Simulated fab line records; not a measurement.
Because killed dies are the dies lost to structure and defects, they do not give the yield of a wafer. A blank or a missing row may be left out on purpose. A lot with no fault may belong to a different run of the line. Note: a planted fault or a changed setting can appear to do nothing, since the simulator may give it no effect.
fab line records    flow n5Finfet
[record] lots = 8  wafers = 24  lastDay = 18
route steps=1938 shown BEOL_M1@775 BEOL_M4@1111
lots untouched by any fault: they come from a run of this same line in which no faults occurred
startH: start of the lot's first displayed wafer, in hours after the record's first day    waitH: how many hours have passed since the lot's step before this one    " as in the row above    L1.1+2: a row that stands for several wafers    - value missing, or start not given    * or withheld: withheld    < > ~ a bound
route shown NAME@n: a module of which the file shows steps, and the number in the route of the first    usual: the fault-free wafers' mean and standard deviation    same: alike in all rows    chamber/n: place in a boat    sites: readings site by site    _std_site: their standard deviation    _edge_site: the outer-site mean with the inner-site mean subtracted    radiusMm: how far each site lies from the wafer's centre    mask NAME#n: copy n    behind: the last tool/chamber to shape the wafer    hold: what put the lot on hold/how long, in hours/how the hold closed    device: the n, p or np transistor that did not switch    end of line: the route-end tests of the same wafers    a step without rows: its recipe alone    killed: at the first sort, the dies lost to defects and structure; wafer yield is something else    map: the dies of a wafer, with x for killed, . for not killed, _ for no die there
set.NAME: setting as actually run; set.NAME@STEP: the setting as run at that earlier step    model.NAME: the simulator's own value behind a step, which no gauge read
steps of the route over a sample of lots; a table a step, a row a wafer
services: when a tool's chamber went out of use (startH, in hours from the record's first day, below 0 if earlier), for how many hours, and the reason
[[steps]]
[step N5_BEOL_M1_STRIP_19]
[recipe] chemistry = O2  powerW = 400  tempC = 40  pressureMtorr = 30  rfFrequencyHz = 6e+07  biasPowerW = 0  overashFraction = 0.2  o2FlowSccm = 225
[usual] drypumpMotorCurrentA = 5.8/0.59  oesProductAu = 0.79/0.1  rfVppV = 3.7/0.46  showerheadPlenumPTorr = 2.11/0.086  tempC = 40.01/0.1  throttleValvePct = 16.64/0.2
lot.wafer  tool        chamber  startH  waitH  drypumpMotorCurrentA  oesProductAu  rfHoursCounterH  rfVppV  showerheadPlenumPTorr  tempC  throttleValvePct
L786.1     rieDiel-03  3        156.74  0.1    6.4                   0.97          3                3.3     2.25                   40.01  16.31
L786.4     "           0        "       "      5.1                   0.74          159              3.9     2.01                   39.99  16.55
L786.5     "           3        "       "      6.4                   0.96          -                2.9     2.25                   40.10  16.31
L788.1     rieDiel-03  1        160.85  0.1    6.1                   0.74          139              3.3     2.20                   40.00  16.80
L788.3     "           2        "       "      5.5                   0.74          179              3.8     2.08                   39.85  16.75
L788.5     "           1        "       "      6.1                   0.74          -                3.4     2.20                   40.00  16.82
L791.4     rieDiel-01  3        188.32  0.1    6.2                   0.77          -                3.3     2.02                   39.97  16.46
L791.5     "           0        "       "      5.9                   0.94          -                4.4     2.23                   40.16  16.40
L791.6     "           1        "       "      4.7                   0.96          -                3.9     2.14                   40.02  16.52
L796.1     rieDiel-04  0        210.69  0.1    5.4                   0.76          168              3.4     2.17                   40.23  16.81
L796.4     "           3        "       "      6.8                   0.68          222              4.2     1.98                   40.19  16.58
L796.6     "           1        "       "      5.4                   0.92          -                3.3     2.13                   39.88  16.49
L795.1     rieDiel-03  0        210.92  0.1    5.1                   0.74          175              3.7     2.01                   39.88  16.58
L795.2     "           1        "       "      6.1                   0.73          150              3.1     2.20                   40.10  16.84
L795.6     "           1        "       "      6.1                   0.73          -                3.2     2.20                   40.11  16.84
L801.1     rieDiel-04  2        243.96  0.1    6.1                   0.68          249              3.8     2.07                   39.95  16.89
L801.4     "           0        "       "      5.4                   0.75          -                4.5     2.17                   40.13  16.84
L801.6     "           2        "       "      6.1                   0.70          -                4.0     2.07                   39.95  16.91
L803.2     rieDiel-03  0        257.11  0.1    5.1                   0.72          191              3.1     2.00                   39.97  16.61
L803.3     "           3        "       "      6.4                   0.88          36               2.9     2.24                   39.95  16.38
L803.4     "           2        "       "      5.4                   0.72          212              4.5     2.07                   39.93  16.81
L805.2     rieDiel-03  1        265.84  0.1    6.1                   0.72          170              4.0     2.19                   39.88  16.85
L805.3     "           3        "       "      6.4                   0.86          39               3.7     2.23                   39.87  16.38
L805.4     "           2        "       "      5.5                   0.71          214              3.7     2.07                   40.09  16.81
[step N5_BEOL_M1_ETCH_70]
[recipe] chemistry = N2/H2  target = SOC  targetDepthA = 800  overetchA = 160  maskMaterial = SiARC  tempC = 40  timeS = 120  ionEnergyEv = 200  pressureMtorr = 30  sourceW = 840  biasW = 150  n2FlowSccm = 200  h2FlowSccm = 200
[usual] biasW = 150.0/0.44  drypumpMotorCurrentA = 5.8/0.62  h2FlowSccm = 199.9/0.56  oesProductAu = 0.62/0.077  rfVppV = 524.6/3  showerheadPlenumPTorr = 2.57/0.1  tempC = 40.00/0.11  throttleValvePct = 17.74/0.23
lot.wafer  tool        chamber  startH  waitH  biasW  drypumpMotorCurrentA  h2FlowSccm  oesProductAu  rfHoursCounterH  rfVppV  showerheadPlenumPTorr  tempC  throttleValvePct
L786.1     rieDiel-01  2        158.81  0.0    149.5  6.6                   201.2       0.51          244              522.5   2.50                   39.96  18.21
L786.4     "           3        "       "      150.5  6.2                   199.4       0.60          -                520.9   2.46                   40.03  17.61
L786.5     "           2        "       "      149.9  6.6                   200.5       0.52          -                524.8   2.50                   39.99  18.21
L788.1     rieDiel-01  1        163.73  0.0    149.8  4.7                   199.7       0.74          1                526.5   2.61                   39.90  17.74
L788.3     "           3        "       "      149.8  6.3                   200.4       0.60          102              522.3   2.46                   39.97  17.61
L788.5     "           1        "       "      149.6  4.7                   198.6       0.76          -                525.1   2.61                   39.91  17.74
L791.4     rieDiel-01  0        190.44  0.0    149.8  5.8                   199.5       0.71          -                528.6   2.70                   40.29  17.49
L791.5     "           1        "       "      150.2  4.7                   200.0       0.72          -                525.8   2.61                   39.98  17.75
L791.6     "           3        "       "      150.1  6.2                   198.4       0.59          -                520.5   2.45                   40.08  17.63
L795.1     rieDiel-01  3        212.41  0.0    149.9  6.2                   199.7       0.59          122              521.2   2.45                   40.06  17.65
L795.2     "           2        "       "      149.9  6.6                   200.1       0.72          4                523.3   2.50                   39.88  17.78
L795.6     "           2        "       "      149.4  6.6                   200.2       0.73          -                521.4   2.50                   39.96  17.80
L796.1     rieDiel-03  1        212.51  0.0    150.6  6.1                   200.4       0.56          150              526.8   2.65                   39.96  17.86
L796.4     "           2        "       "      150.0  5.5                   200.0       0.55          195              523.5   2.52                   40.28  18.06
L796.6     "           3        "       "      150.3  6.4                   200.6       0.68          -                528.3   2.70                   40.25  17.44
L801.1     rieDiel-01  0        247.01  0.0    169.1  5.8                   199.9       0.68          43               571.0   2.69                   39.89  17.50
L801.4     "           3        "       "      169.6  6.2                   199.3       0.58          129              563.1   2.45                   39.95  17.68
L801.6     "           1        "       "      170.4  4.7                   200.0       0.69          -                568.3   2.60                   39.91  17.75
L803.2     rieDiel-01  0        264.24  0.0    170.3  5.9                   199.6       0.68          49               571.4   2.69                   39.99  17.52
L803.3     "           1        "       "      170.0  4.7                   200.1       0.68          23               569.6   2.60                   40.03  17.76
L803.4     "           3        "       "      169.3  6.2                   200.6       0.58          134              563.1   2.45                   39.88  17.67
L805.2     rieDiel-03  2        268.83  0.0    149.7  5.5                   199.1       0.55          214              521.9   2.51                   40.00  18.09
L805.3     "           1        "       "      150.4  6.1                   200.2       0.55          170              526.3   2.65                   40.09  17.88
L805.4     "           0        "       "      150.5  5.1                   200.4       0.54          195              520.7   2.42                   40.06  17.68
[step N5_BEOL_M1_STRIP_36]
[recipe] chemistry = N2/H2  powerW = 450  tempC = 40  pressureMtorr = 20  rfFrequencyHz = 6e+07  overashFraction = 0.3  biasPowerW = 7  h2Frac = 0.5  n2FlowSccm = 200  h2FlowSccm = 200
[usual] drypumpMotorCurrentA = 5.8/0.62  h2FlowSccm = 200.1/0.62  oesProductAu = 0.81/0.11  rfVppV = 59.4/1.5  showerheadPlenumPTorr = 2.56/0.1  tempC = 40.02/0.11  throttleValvePct = 23.55/0.28
lot.wafer  tool        chamber  startH  waitH  drypumpMotorCurrentA  h2FlowSccm  oesProductAu  rfHoursCounterH  rfVppV  showerheadPlenumPTorr  tempC  throttleValvePct
L786.1     rieDiel-01  2        158.97  0.0    6.6                   199.4       0.67          244              56.7    2.50                   40.20  24.02
L786.4     "           3        "       "      6.2                   200.3       0.79          -                60.7    2.45                   40.02  23.42
L786.5     "           2        "       "      6.5                   199.8       0.67          -                61.1    2.50                   40.17  24.04
L788.1     rieDiel-01  1        163.89  0.0    4.7                   199.6       0.99          1                60.4    2.61                   39.97  23.64
L788.3     "           3        "       "      6.2                   201.4       0.77          102              58.0    2.45                   40.06  23.41
L788.5     "           1        "       "      4.7                   199.3       1.00          -                60.3    2.61                   39.92  23.64
L791.4     rieDiel-01  0        190.58  0.0    5.9                   199.8       0.93          -                59.5    2.70                   40.14  23.26
L791.5     "           1        "       "      4.7                   200.6       0.96          -                59.0    2.60                   40.19  23.64
L791.6     "           3        "       "      6.2                   200.0       0.77          -                57.4    2.45                   40.00  23.42
L795.1     rieDiel-01  3        212.57  0.0    6.3                   199.7       0.78          122              59.6    2.45                   39.80  23.44
L795.2     "           2        "       "      6.6                   200.3       0.95          4                58.9    2.49                   39.98  23.75
L795.6     "           2        "       "      6.6                   200.1       0.96          -                60.0    2.49                   40.04  23.72
L796.1     rieDiel-03  1        212.67  0.0    6.1                   200.2       0.73          150              57.5    2.65                   39.98  23.60
L796.4     "           2        "       "      5.5                   200.1       0.73          195              57.3    2.52                   40.05  24.02
L796.6     "           3        "       "      6.4                   200.2       0.89          -                59.0    2.70                   40.13  23.28
L801.1     rieDiel-01  0        247.17  0.0    5.9                   200.7       0.90          43               60.4    2.69                   39.93  23.27
L801.4     "           3        "       "      6.2                   199.7       0.75          129              55.8    2.44                   40.13  23.46
L801.6     "           1        "       "      4.7                   200.1       0.92          -                60.5    2.60                   39.97  23.66
L803.2     rieDiel-01  0        264.40  0.0    5.9                   199.3       0.90          49               62.3    2.69                   40.06  23.28
L803.3     "           1        "       "      4.7                   199.4       0.90          24               59.9    2.60                   40.07  23.69
L803.4     "           3        "       "      6.2                   199.5       0.75          134              57.7    2.44                   39.96  23.47
L805.2     rieDiel-03  2        268.99  0.0    5.5                   200.1       0.71          214              59.3    2.51                   40.13  24.07
L805.3     "           1        "       "      6.1                   200.9       0.72          170              57.8    2.64                   39.91  23.61
L805.4     "           0        "       "      5.1                   200.7       0.72          195              58.1    2.41                   39.87  23.38
[step N5_BEOL_M1_STRIP_97]
[recipe] chemistry = N2/H2  timeS = 10  powerW = 450  tempC = 40  pressureMtorr = 20  rfFrequencyHz = 6e+07  biasPowerW = 7  n2FlowSccm = 200  h2FlowSccm = 200
[usual] drypumpMotorCurrentA = 5.8/0.62  h2FlowSccm = 200.0/0.58  oesProductAu = 0.82/0.11  rfVppV = 59.2/0.92  showerheadPlenumPTorr = 2.56/0.1  tempC = 40.00/0.12  throttleValvePct = 23.55/0.28
lot.wafer  tool        chamber  startH  waitH  drypumpMotorCurrentA  h2FlowSccm  oesProductAu  rfHoursCounterH  rfVppV  showerheadPlenumPTorr  tempC  throttleValvePct
L786.1     rieDiel-01  2        -       -      6.6                   200.9       0.67          245              59.9    2.50                   40.02  24.06
L786.4     "           3        "       "      6.2                   199.7       0.79          -                58.3    2.45                   40.12  23.41
L786.5     "           2        "       "      6.6                   200.6       0.67          -                59.2    2.50                   40.05  24.05
L788.1     rieDiel-01  1        -       -      4.7                   200.1       0.99          1                59.3    2.61                   40.03  23.63
L788.3     "           3        "       "      6.2                   199.1       0.80          102              59.3    2.45                   40.00  23.40
L788.5     "           1        "       "      4.7                   200.3       0.99          -                59.7    2.61                   39.98  23.59
L791.4     rieDiel-01  0        -       -      5.8                   200.3       0.92          -                59.5    2.70                   39.98  23.25
L791.5     "           1        "       "      4.7                   199.7       0.95          -                57.7    2.60                   40.01  23.63
L791.6     "           3        "       "      6.2                   199.8       0.76          -                59.2    2.45                   39.86  23.42
L795.1     rieDiel-01  3        -       -      6.2                   200.3       0.76          122              59.3    2.45                   40.04  23.44
L795.2     "           2        "       "      6.6                   200.4       0.95          4                58.6    2.49                   39.89  23.73
L795.6     "           2        "       "      6.6                   200.2       0.95          -                59.9    2.49                   40.01  23.75
L796.1     rieDiel-03  1        -       -      6.1                   199.9       0.72          151              59.5    2.65                   40.04  23.59
L796.4     "           2        "       "      5.5                   200.3       0.72          195              58.8    2.52                   40.01  24.03
L796.6     "           3        "       "      6.4                   200.1       0.90          -                59.8    2.70                   39.92  23.26
L801.1     rieDiel-01  0        -       -      5.9                   200.9       0.89          43               59.1    2.69                   40.20  23.27
L801.4     "           3        "       "      6.2                   199.9       0.76          129              59.2    2.44                   39.98  23.46
L801.6     "           1        "       "      4.7                   200.3       0.93          -                59.3    2.60                   40.00  23.65
L803.2     rieDiel-01  0        -       -      5.9                   200.0       0.89          49               60.7    2.69                   39.94  23.28
L803.3     "           1        "       "      4.7                   200.7       0.91          24               59.9    2.60                   39.89  23.63
L803.4     "           3        "       "      6.3                   199.3       0.76          134              58.7    2.44                   39.97  23.45
L805.2     rieDiel-03  2        -       -      5.5                   199.5       0.71          214              59.7    2.51                   39.94  24.07
L805.3     "           1        "       "      6.1                   200.0       0.71          170              59.2    2.64                   40.12  23.62
L805.4     "           0        "       "      5.2                   199.9       0.71          195              58.8    2.41                   39.97  23.41
[step N5_BEOL_M4_RC_MEAS_101]
[usual] DIBL_N = 35.9/1.4  DIBL_P = 35.9/1.7  IOFF_N = 0.155/0.023  IOFF_P = 0.201/0.029  ION_N = 672/8.8  ION_P = 460/7  SS_N = 71.6/0.48  SS_P = 73.1/0.64  VT_N = 250.0/3  VT_P = -251.6/3
lot.wafer  tool       chamber  startH  waitH  DIBL_N[mV/V]  DIBL_P[mV/V]  IOFF_N[nA/um]  IOFF_P[nA/um]  ION_N[uA/um]  ION_P[uA/um]  SS_N[mV/dec]  SS_P[mV/dec]  VT_N[mV]  VT_P[mV]
L786.1     prober-01  0        198.70  0.0    36.1          36.3          0.168          0.217          675           460           72.0          73.0          247.6     -250.3
L786.4     "          0        "       "      36.0          36.4          0.163          0.207          676           458           71.1          73.4          250.3     -251.0
L786.5     "          0        "       "      35.6          36.0          0.172          0.213          673           457           71.3          73.2          248.9     -250.2
L788.1     prober-01  0        202.06  0.0    34.1          35.0          0.128          0.162          660           452           71.6          72.4          252.3     -254.1
L788.3     "          0        "       "      35.3          36.8          0.150          0.179          674           457           71.1          73.4          249.7     -254.3
L788.5     "          0        "       "      36.0          37.7          0.161          0.186          676           460           72.0          73.6          251.4     -253.0
L791.4     prober-02  0        234.46  0.5    33.1          31.8          0.114          0.162          657           454           71.0          72.5          251.4     -253.1
L791.5     "          0        "       "      35.3          34.6          0.157          0.205          674           459           71.5          73.1          247.7     -252.2
L791.6     "          0        "       "      33.2          32.0          0.117          0.164          674           458           69.9          71.5          253.3     -252.7
L795.1     prober-02  0        248.88  0.0    36.8          35.0          0.145          0.215          666           462           71.4          72.6          251.2     -248.6
L795.2     "          0        "       "      36.6          35.1          0.154          0.227          675           469           71.7          73.5          250.8     -249.7
L795.6     "          0        "       "      38.6          36.8          0.183          0.245          684           464           71.6          74.0          248.2     -249.9
L796.1     prober-01  0        252.05  0.0    36.9          36.8          0.183          0.244          684           467           72.1          74.0          246.3     -249.6
L796.4     "          0        "       "      37.7          37.6          0.198          0.260          671           463           72.6          73.6          244.0     -246.0
L796.6     "          0        "       "      36.5          35.2          0.170          0.227          670           461           72.4          73.7          248.2     -249.3
L801.1     prober-01  0        286.94  0.0    36.6          37.5          0.168          0.213          682           461           72.3          73.8          248.7     -250.7
L801.4     "          0        "       "      36.3          37.9          0.170          0.217          676           460           72.0          74.1          248.1     -251.7
L801.6     "          0        "       "      35.4          36.6          0.149          0.199          668           461           72.8          73.7          250.8     -250.6
L803.2     prober-01  0        304.38  0.2    35.4          36.7          0.188          0.220          688           469           71.3          73.3          243.8     -248.9
L803.3     "          0        "       "      36.3          38.7          0.205          0.250          680           465           71.7          73.7          244.3     -249.2
L803.4     "          0        "       "      37.0          39.4          0.231          0.267          676           462           72.3          74.4          243.5     -249.4
L805.2     prober-02  0        311.64  0.2    35.6          34.0          0.141          0.186          649           448           71.7          72.6          255.4     -253.7
L805.3     "          0        "       "      34.9          34.2          0.131          0.198          668           462           71.1          73.4          250.9     -251.9
L805.4     "          0        "       "      33.5          32.8          0.113          0.168          654           454           71.0          72.6          256.9     -252.6
[[services]]
tool        chamber  startH  hours  kind
rieDiel-01  1        144.70  -      clean
rieDiel-01  1        144.70  -      consumableReplace:focusRing
rieDiel-01  1        144.70  16.8   scheduledDown
rieDiel-01  1        144.70  16.8   ventCycle
rieDiel-04  1        149.68  -      clean
rieDiel-04  1        149.68  -      consumableReplace:focusRing
rieDiel-04  1        149.68  11.9   scheduledDown
rieDiel-04  1        149.68  11.9   ventCycle
rieDiel-04  0        161.53  6.6    repair
rieDiel-03  1        175.27  12.3   repair
rieDiel-01  2        178.99  -      clean
rieDiel-01  2        178.99  -      consumableReplace:focusRing
rieDiel-01  2        178.99  18.5   scheduledDown
rieDiel-01  2        178.99  18.5   ventCycle
rieDiel-04  3        193.45  8.9    repair
rieDiel-04  -        211.67  2.8    pm
rieDiel-01  -        217.33  9.7    repair
rieDiel-04  -        217.33  2.1    repair
rieDiel-01  -        229.97  2.8    pm
rieDiel-04  1        239.23  6.4    repair
rieDiel-04  2        247.20  -      clean
rieDiel-04  2        247.20  -      consumableReplace:focusRing
rieDiel-04  2        247.20  17.3   scheduledDown
rieDiel-04  2        247.20  17.3   ventCycle
[[key]]
[firstSign] step = N5_BEOL_M1_ETCH_70  reading = biasW  direction = up  sigmas = 45  usual = *  struck = *
[effect] step = N5_BEOL_M1_ETCH_70  reading = rfVppV  direction = up  sigmas = 14  usual = 524.6  struck = 567.8
metAt N5_BEOL_M1_ETCH_70
struckLots L801,L803
notActingAt N5_BEOL_M1_STRIP_19,N5_BEOL_M1_STRIP_36,N5_BEOL_M1_STRIP_97
onsetBetween 212.41 247.01
[fault] kind = processParameterDrift  tool = rieDiel-01  chamber = -  onsetH = 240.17  steps = N5_BEOL_M1_ETCH_70  channel = biasW  offset = *  shape = step  endH = 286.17  actsIn = *  stated = *
